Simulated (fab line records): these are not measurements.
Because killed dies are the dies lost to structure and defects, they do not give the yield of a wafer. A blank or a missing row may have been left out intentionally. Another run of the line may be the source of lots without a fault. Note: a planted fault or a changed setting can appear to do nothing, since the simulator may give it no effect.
The tool behind it: which one? + flow n5Finfet + 11 lots with 33 wafers sampled at 2 steps, on a route of 1938 steps

WHAT THE GAUGES READ, wafer by wafer
N5_BEOL_M15_CD_MEAS_10 targets a cd of 360 nm.
| lot  | measured     | on       | cdNm (nm)         |
|------|--------------|----------|-------------------|
| L075 | day 12 08:34 | cdSem-01 | 357.8 357.8 357.5 |
| L077 | day 13 07:11 | cdSem-01 | 359.9 359.2 359.0 |
| L081 | day 13 21:04 | cdSem-02 | 360.1 361.6 360.3 |
| L083 | day 14 10:38 | cdSem-02 | 358.8 359.7 359.3 |
| L084 | day 14 15:59 | cdSem-03 | 360.6 360.2 359.0 |
| L086 | day 15 04:23 | cdSem-03 | 358.9 358.7 358.5 |
| L090 | day 15 18:01 | cdSem-02 | 357.0 358.2 360.6 |
| L089 | day 16 02:22 | cdSem-02 | 359.8 360.5 363.2 |
| L093 | day 16 17:50 | cdSem-03 | 358.7 360.2 360.7 |
| L095 | day 17 03:20 | cdSem-03 | 363.9 361.5 362.5 |
| L096 | day 18 01:43 | cdSem-03 | 356.8 358.3 361.5 |

WHICH TOOL RAN EACH LOT (tool, then ch and the chambers of the sampled wafers, then the start)
| lot  | N5_BEOL_M14_SPUTTER_43      |
|------|-----------------------------|
| L075 | pvdSputter-03, day 12 06:46 |
| L077 | pvdSputter-03, day 13 03:51 |
| L081 | pvdSputter-01, day 13 19:08 |
| L083 | pvdSputter-01, day 14 08:47 |
| L084 | pvdSputter-02, day 14 14:11 |
| L086 | pvdSputter-02, day 15 02:26 |
| L090 | pvdSputter-01, day 15 16:07 |
| L089 | pvdSputter-02, day 15 23:56 |
| L093 | pvdSputter-02, day 16 15:54 |
| L095 | pvdSputter-02, day 17 01:30 |
| L096 | pvdSputter-01, day 17 23:47 |
- N5_BEOL_M14_SPUTTER_43: material TaN, target thk 15 nm, time 24.19 s.

THE ANSWER, worked out from the rows above alone
Rule: what is usual is taken from the lots themselves. Put in order of their means at a reading, lots are off if they are a third of the lots or fewer, leave a main group of 4 or more, and stand apart from it by a gap of 3 or more times the standard deviation of the main group's means; of several such gaps the widest counts. If all means in a main group match to the digits the tables above print for the reading, that group is not used. Also off: a lot with no number at a reading for which 4 or more lots have one. The other lots that the step has rows for count as sound.
No lot is off on any of the readings shown, so nothing can be concluded from this.

WHAT THE SIMULATOR PUT IN
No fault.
